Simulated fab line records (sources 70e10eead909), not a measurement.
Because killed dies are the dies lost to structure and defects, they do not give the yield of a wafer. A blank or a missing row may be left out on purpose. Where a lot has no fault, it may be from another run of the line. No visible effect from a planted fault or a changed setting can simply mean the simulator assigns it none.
Which tool is to blame?	flow nand harc	23 lots with 69 wafers sampled at 6 steps, on a route of 1159 steps

WHAT THE GAUGES SHOWED, per wafer
The record holds no reading of a measuring or inspecting step that can be judged against a usual standard deviation.

WHICH TOOL RAN EACH LOT (tool, then ch and the chambers of the sampled wafers, then the start)
lot	NHARC_A_STAIRCASE_ETCH_453	NHARC_A_SGD_CUT_DESCUM_14	NHARC_A_SGD_CUT_ETCH_58	NHARC_A_SLIT_ETCH_26	NHARC_A_WL_FILL_ALD_02	NHARC_A_WL_FILL_ETCHBACK_05
L074	rie diel-01 ch 1,2,3, day 13 17:17 or earlier	rie diel-12 ch 0,1,2, day 13 17:17	rie diel-12 ch 0,1, day 13 17:21	har etch-02 ch 0,1, day 14 09:11	ald metal-01 ch 0,2, day 14 19:10	rie metal-02 ch 0, day 15 02:38
L075	rie diel-06 ch 2,3, day 13 16:44 or earlier	rie diel-10 ch 0,2,3, day 13 16:44	rie diel-10 ch 0,1,3, day 13 16:48	har etch-02 ch 1, day 14 10:50	ald metal-02 ch 0,1, day 14 18:56	rie metal-03 ch 1, day 15 02:58
L076	rie diel-06 ch 1,2, day 14 04:58 or earlier	rie diel-10 ch 0,2, day 14 04:58	rie diel-10 ch 1,2, day 14 05:02	har etch-02 ch 0,1, day 14 18:01	ald metal-02 ch 0,2, day 15 02:45	rie metal-02 ch 0, day 15 07:30
L077	rie diel-13 ch 1,2,3, day 14 04:35 or earlier	rie diel-10 ch 2,3, day 14 04:35	rie diel-10 ch 0,1,2, day 14 04:41	har etch-01 ch 0,1, day 14 17:19	ald metal-03 ch 0,2, day 15 02:35	rie metal-01 ch 0,1, day 15 07:23
L079	rie diel-01 ch 1,3, day 14 19:34 or earlier	rie diel-10 ch 0,2, day 14 19:34	rie diel-10 ch 1,2,3, day 14 19:39	har etch-02 ch 0,1, day 15 09:23	ald metal-01 ch 0,1,2, day 15 18:43	rie metal-03 ch 0,1, day 16 02:23
L078	rie diel-01 ch 1,2,3, day 14 19:45 or earlier	rie diel-08 ch 1,2,3, day 14 19:45	rie diel-08 ch 1,2, day 14 19:50	har etch-01 ch 0,1, day 15 09:50	ald metal-02 ch 1,2,3, day 15 18:44	rie metal-02 ch 0,1, day 16 02:30
L081	rie diel-01 ch 0,2,3, day 15 19:36 or earlier	rie diel-08 ch 1,2,3, day 15 19:36	rie diel-08 ch 1,2,3, day 15 19:41	har etch-02 ch 0,1, day 16 10:21	ald metal-02 ch 0,1,2, day 16 19:48	rie metal-02 ch 0,1, day 17 02:55
L080	rie diel-01 ch 2,3, day 15 20:05 or earlier	rie diel-12 ch 1,3, day 15 20:05	rie diel-12 ch 0,2, day 15 20:10	har etch-01 ch 0,1, day 16 10:50	ald metal-01 ch 0,1,2, day 16 19:51	rie metal-01 ch 0,1, day 17 05:47
L082	rie diel-13 ch 0,1,2, day 16 11:47 or earlier	rie diel-12 ch 1,3, day 16 11:47	rie diel-12 ch 1,2,3, day 16 11:52	har etch-02 ch 0,1, day 17 00:25	ald metal-01 ch 2,3, day 17 09:58	rie metal-01 ch 0,1, day 17 15:33
L083	rie diel-13 ch 0,2,3, day 16 13:04 or earlier	rie diel-10 ch 0,3, day 16 13:04	rie diel-10 ch 0,1,3, day 16 13:09	har etch-01 ch 1, day 17 02:21	ald metal-02 ch 0,3, day 17 10:15	rie metal-02 ch 0, day 17 18:40
L085	rie diel-13 ch 1,2,3, day 16 13:55 or earlier	rie diel-08 ch 2,3, day 16 13:55	rie diel-08 ch 0,3, day 16 14:00	har etch-02 ch 0,1, day 17 02:08	ald metal-01 ch 0,2,3, day 17 10:31	rie metal-01 ch 0,1, day 17 19:30
L084	rie diel-01 ch 0,3, day 16 12:11 or earlier	rie diel-08 ch 1,2, day 16 12:11	rie diel-08 ch 0,3, day 16 12:16	har etch-01 ch 0,1, day 17 00:29	ald metal-03 ch 2,3, day 17 10:07	rie metal-03 ch 0,1, day 17 16:11
L087	rie diel-01 ch 0,2,3, day 17 02:05 or earlier	rie diel-10 ch 1,2, day 17 02:05	rie diel-10 ch 1,2,3, day 17 02:11	har etch-02 ch 0,1, day 17 15:23	ald metal-03 ch 0,2,3, day 18 05:57	rie metal-03 ch 0,1, day 18 09:52
L086	rie diel-01 ch 0,2,3, day 17 11:33 or earlier	rie diel-10 ch 0,2,3, day 17 11:33	rie diel-10 ch 0,2,3, day 17 11:38	har etch-01 ch 0,1, day 18 00:59	ald metal-02 ch 0,2, day 18 10:43	rie metal-01 ch 0,1, day 18 17:43
L088	rie diel-06 ch 1,2, day 17 11:16 or earlier	rie diel-08 ch 0,1, day 17 11:16	rie diel-08 ch 1,3, day 17 11:22	har etch-02 ch 0,1, day 18 02:29	ald metal-01 ch 0,2,3, day 18 10:22	rie metal-03 ch 0,1, day 18 17:00
L089	rie diel-06 ch 0,1,3, day 17 10:54 or earlier	rie diel-10 ch 0,1,2, day 17 10:54	rie diel-10 ch 0,1,3, day 17 10:59	har etch-02 ch 0,1, day 18 00:47	ald metal-03 ch 1,2, day 18 10:12	rie metal-02 ch 0,1, day 18 14:13
L090	rie diel-13 ch 1,2,3, day 17 23:35 or earlier	rie diel-10 ch 0,1,3, day 17 23:35	rie diel-10 ch 0,1,2, day 17 23:40	har etch-02 ch 0,1, day 18 13:41	ald metal-03 ch 0,1,3, day 18 20:47	rie metal-01 ch 0,1, day 19 04:50
L092	rie diel-06 ch 0,2, day 17 23:18 or earlier	rie diel-12 ch 1,2, day 17 23:18	rie diel-12 ch 1,2, day 17 23:23	har etch-01 ch 0,1, day 18 12:50	ald metal-01 ch 0,1,3, day 18 20:44	rie metal-01 ch 0,1, day 19 04:18
L093	rie diel-13 ch 0,2,3, day 18 16:48 or earlier	rie diel-08 ch 0,1,2, day 18 16:48	rie diel-08 ch 1,2,3, day 18 16:53	har etch-02 ch 0,1, day 19 05:50	ald metal-03 ch 0,1,2, day 19 16:31	rie metal-01 ch 0,1, day 19 21:45
L094	rie diel-06 ch 0,2, day 18 17:01 or earlier	rie diel-10 ch 1,2,3, day 18 17:01	rie diel-10 ch 1,2,3, day 18 17:06	har etch-02 ch 0,1, day 19 07:34	ald metal-01 ch 1,3, day 19 16:25	rie metal-02 ch 0,1, day 19 20:25
L095	rie diel-06 ch 0,1, day 19 02:08 or earlier	rie diel-12 ch 0,2,3, day 19 02:08	rie diel-12 ch 0,1,2, day 19 02:14	har etch-02 ch 0,1, day 19 15:57	ald metal-02 ch 0,1, day 20 00:31	rie metal-03 ch 0,1, day 20 09:06
L096	rie diel-13 ch 1,3, day 19 01:57 or earlier	rie diel-10 ch 1,2,3, day 19 01:57	rie diel-10 ch 0,2,3, day 19 02:02	har etch-01 ch 0,1, day 19 15:03	ald metal-01 ch 0,1,3, day 20 00:28	rie metal-01 ch 0,1, day 20 07:45
L097	rie diel-06 ch 0,1,3, day 19 19:36 or earlier	rie diel-10 ch 1,2, day 19 19:36	rie diel-10 ch 2,3, day 19 19:41	har etch-01 ch 1, day 20 13:29	ald metal-01 ch 1,3, day 20 23:02	rie metal-01 ch 0,1, day 21 05:35
- NHARC_A_STAIRCASE_ETCH_453: etches the open film in CF4/O2, target depth 30 nm, overetch 3 nm, time 16.5 s.
- NHARC_A_SGD_CUT_DESCUM_14: chemistry O2, time 3 s.
- NHARC_A_SGD_CUT_ETCH_58: etches the open film in CF4, target depth 39 nm, time 65 s.
- NHARC_A_SLIT_ETCH_26: etches the open film in C4F8/O2/Ar, time 90 s, target depth 400 nm.
- NHARC_A_WL_FILL_ALD_02: deposits TiN, target thk 2 nm, pulse time 3 s, ald cycles 100.
- NHARC_A_WL_FILL_ETCHBACK_05: etches the open film in Cl2/BCl3, target depth 22 nm, time 60 s.

WHAT THE TOOLS THEMSELVES READ (means of the sampled wafers that have a number; where no wafer has one, the mark that the record gives instead)
NHARC_A_STAIRCASE_ETCH_453.
lot	tool	drypump motor current A (A)	oes product au (a.u.)	rf vpp V (V)	showerhead plenum p Torr (Torr)	throttle valve pct (%)
L074	rie diel-01	5.8	0.995	197.1	1.28	13.398
L075	rie diel-06	6.3	1.012	196.4	1.28	13.404
L076	rie diel-06	6.4	1.005	198.7	1.37	13.400
L077	rie diel-13	5.7	0.994	195.4	1.25	13.399
L079	rie diel-01	5.8	0.997	196.6	1.31	13.393
L078	rie diel-01	5.8	1.001	196.3	1.28	13.397
L081	rie diel-01	5.9	0.994	197.4	1.30	13.390
L080	rie diel-01	5.9	0.991	198.1	1.31	13.399
L082	rie diel-13	5.8	1.003	197.9	1.35	13.399
L083	rie diel-13	5.8	0.995	198.0	1.34	13.401
L085	rie diel-13	5.8	1.001	196.6	1.31	13.408
L084	rie diel-01	5.9	1.002	197.0	1.33	13.402
L087	rie diel-01	5.9	1.002	197.4	1.30	13.388
L086	rie diel-01	5.9	1.005	197.2	1.30	13.395
L088	rie diel-06	6.5	0.996	199.0	1.37	13.390
L089	rie diel-06	6.2	0.999	197.2	1.33	13.407
L090	rie diel-13	5.7	1.000	196.6	1.31	13.401
L092	rie diel-06	6.1	0.989	197.7	1.36	13.406
L093	rie diel-13	5.9	0.997	197.1	1.34	13.397
L094	rie diel-06	6.1	0.985	197.8	1.36	13.405
L095	rie diel-06	6.1	1.003	198.8	1.37	13.396
L096	rie diel-13	5.3	1.004	196.3	1.25	13.395
L097	rie diel-06	6.2	1.000	198.4	1.32	13.398

NHARC_A_SGD_CUT_DESCUM_14.
lot	tool	drypump motor current A (A)	oes product au (a.u.)	rf vpp V (V)	showerhead plenum p Torr (Torr)	throttle valve pct (%)
L074	rie diel-12	6.3	0.993	57.8	1.89	11.310
L075	rie diel-10	6.2	1.001	58.1	1.97	11.305
L076	rie diel-10	6.4	1.002	58.7	2.03	11.313
L077	rie diel-10	6.3	1.006	58.4	1.96	11.310
L079	rie diel-10	6.4	0.996	59.0	2.03	11.323
L078	rie diel-08	6.1	0.997	57.6	1.87	11.300
L081	rie diel-08	6.1	0.996	57.4	1.87	11.313
L080	rie diel-12	6.3	0.997	58.4	1.92	11.320
L082	rie diel-12	6.0	1.005	58.5	1.88	11.311
L083	rie diel-10	6.0	0.998	57.5	1.90	11.310
L085	rie diel-08	6.1	0.994	58.1	1.81	11.311
L084	rie diel-08	5.9	0.996	57.8	1.89	11.310
L087	rie diel-10	6.2	0.996	57.7	1.95	11.304
L086	rie diel-10	6.2	1.001	58.0	1.96	11.311
L088	rie diel-08	5.7	1.005	58.2	1.98	11.324
L089	rie diel-10	6.1	1.001	57.9	1.96	11.307
L090	rie diel-10	5.8	1.001	57.7	1.89	11.314
L092	rie diel-12	6.5	0.989	58.7	1.93	11.316
L093	rie diel-08	5.7	0.998	57.8	1.93	11.317
L094	rie diel-10	5.9	0.998	56.6	1.89	11.312
L095	rie diel-12	6.0	0.992	58.0	1.85	11.306
L096	rie diel-10	5.9	0.992	57.0	1.89	11.309
L097	rie diel-10	6.2	0.993	58.5	1.95	11.310

NHARC_A_SGD_CUT_ETCH_58.
lot	tool	drypump motor current A (A)	oes product au (a.u.)	rf vpp V (V)	showerhead plenum p Torr (Torr)	throttle valve pct (%)
L074	rie diel-12	6.0	0.994	151.4	1.71	13.279
L075	rie diel-10	5.7	0.998	151.0	1.75	13.280
L076	rie diel-10	5.7	0.982	150.8	1.74	13.283
L077	rie diel-10	6.0	0.999	152.0	1.81	13.285
L079	rie diel-10	5.9	0.991	151.1	1.75	13.284
L078	rie diel-08	5.9	0.995	150.7	1.71	13.276
L081	rie diel-08	6.1	1.003	151.6	1.73	13.283
L080	rie diel-12	6.0	0.998	150.9	1.70	13.275
L082	rie diel-12	6.2	1.001	150.9	1.76	13.294
L083	rie diel-10	5.8	0.991	151.0	1.75	13.281
L085	rie diel-08	5.8	1.006	151.8	1.83	13.287
L084	rie diel-08	6.1	1.010	151.0	1.78	13.280
L087	rie diel-10	5.9	0.992	150.0	1.75	13.291
L086	rie diel-10	6.2	0.995	152.8	1.81	13.293
L088	rie diel-08	6.3	1.009	150.7	1.75	13.278
L089	rie diel-10	5.7	1.001	151.1	1.75	13.277
L090	rie diel-10	6.0	0.998	151.6	1.81	13.282
L092	rie diel-12	6.5	0.994	151.5	1.79	13.290
L093	rie diel-08	6.1	0.996	150.8	1.73	13.285
L094	rie diel-10	5.9	0.995	151.1	1.75	13.284
L095	rie diel-12	6.3	0.998	150.6	1.74	13.285
L096	rie diel-10	6.2	0.995	152.0	1.81	13.283
L097	rie diel-10	6.3	0.992	150.4	1.81	13.284

NHARC_A_SLIT_ETCH_26.
lot	tool	drypump motor current A (A)	showerhead plenum p Torr (Torr)	throttle valve pct (%)
L074	har etch-02	5.15	3.77	27.614
L075	har etch-02	5.23	3.54	27.620
L076	har etch-02	5.15	3.77	27.624
L077	har etch-01	5.56	3.83	27.622
L079	har etch-02	5.16	3.76	27.624
L078	har etch-01	5.56	3.83	27.627
L081	har etch-02	5.16	3.76	27.618
L080	har etch-01	5.55	3.82	27.620
L082	har etch-02	5.17	3.63	27.622
L083	har etch-01	5.39	3.82	27.622
L085	har etch-02	5.18	3.63	27.619
L084	har etch-01	5.50	3.82	27.613
L087	har etch-02	5.17	3.63	27.619
L086	har etch-01	5.55	3.81	27.624
L088	har etch-02	5.19	3.63	27.617
L089	har etch-02	5.15	3.75	27.613
L090	har etch-02	5.15	3.63	27.617
L092	har etch-01	5.47	3.81	27.621
L093	har etch-02	5.18	3.62	27.619
L094	har etch-02	5.20	3.62	27.615
L095	har etch-02	5.16	3.74	27.618
L096	har etch-01	5.48	3.81	27.629
L097	har etch-01	5.36	3.80	27.617

NHARC_A_WL_FILL_ALD_02.
lot	tool	heater power w (W)	precursor pulse height rel
L074	ald metal-01	1089	1.015
L075	ald metal-02	1149	0.990
L076	ald metal-02	1090	1.003
L077	ald metal-03	973	1.003
L079	ald metal-01	1143	0.990
L078	ald metal-02	1077	0.982
L081	ald metal-02	1112	0.995
L080	ald metal-01	1128	0.996
L082	ald metal-01	1088	1.012
L083	ald metal-02	1052	0.985
L085	ald metal-01	1060	1.032
L084	ald metal-03	965	1.011
L087	ald metal-03	989	1.009
L086	ald metal-02	1082	0.994
L088	ald metal-01	1059	1.007
L089	ald metal-03	1006	1.012
L090	ald metal-03	1032	0.990
L092	ald metal-01	1105	1.010
L093	ald metal-03	1010	1.007
L094	ald metal-01	1116	1.001
L095	ald metal-02	1103	1.012
L096	ald metal-01	1097	0.989
L097	ald metal-01	1209	0.994

NHARC_A_WL_FILL_ETCHBACK_05.
lot	tool	drypump motor current A (A)	oes product au (a.u.)
L074	rie metal-02	5.87	1.009
L075	rie metal-03	5.39	0.997
L076	rie metal-02	5.88	1.005
L077	rie metal-01	5.96	1.004
L079	rie metal-03	5.28	1.005
L078	rie metal-02	5.55	0.990
L081	rie metal-02	5.70	0.995
L080	rie metal-01	5.95	0.998
L082	rie metal-01	5.97	0.999
L083	rie metal-02	5.86	1.014
L085	rie metal-01	5.96	1.007
L084	rie metal-03	5.32	1.009
L087	rie metal-03	5.31	1.011
L086	rie metal-01	5.95	1.008
L088	rie metal-03	5.35	1.003
L089	rie metal-02	5.69	1.003
L090	rie metal-01	5.95	1.004
L092	rie metal-01	5.95	1.006
L093	rie metal-01	5.94	1.006
L094	rie metal-02	5.72	1.005
L095	rie metal-03	5.37	1.008
L096	rie metal-01	5.96	1.004
L097	rie metal-01	5.95	1.002

THE ANSWER, worked out from the rows above alone
Rule: the usual values come from the lots themselves. Put in order of their means at a reading, lots are off if they are a third of the lots or fewer, leave a main group of 4 or more, and stand apart from it by a gap of 3 or more times the standard deviation of the main group's means; of several such gaps the widest counts. The tables above print the reading to a certain number of digits; a main group whose means all agree to those digits is not used. Also off: a lot with no number at a reading for which 4 or more lots have one. Any other lot the step has rows for is counted as sound. First the gauges in route order, then the tools' own readings, where a lot's mean is used as printed above. The first step at which some lot is off is used, and at that step the reading that is off furthest; a lot without a number counts as furthest.
No lot is off on any of the readings shown, so nothing can be concluded from this.

WHAT WAS PUT IN BY THE SIMULATOR
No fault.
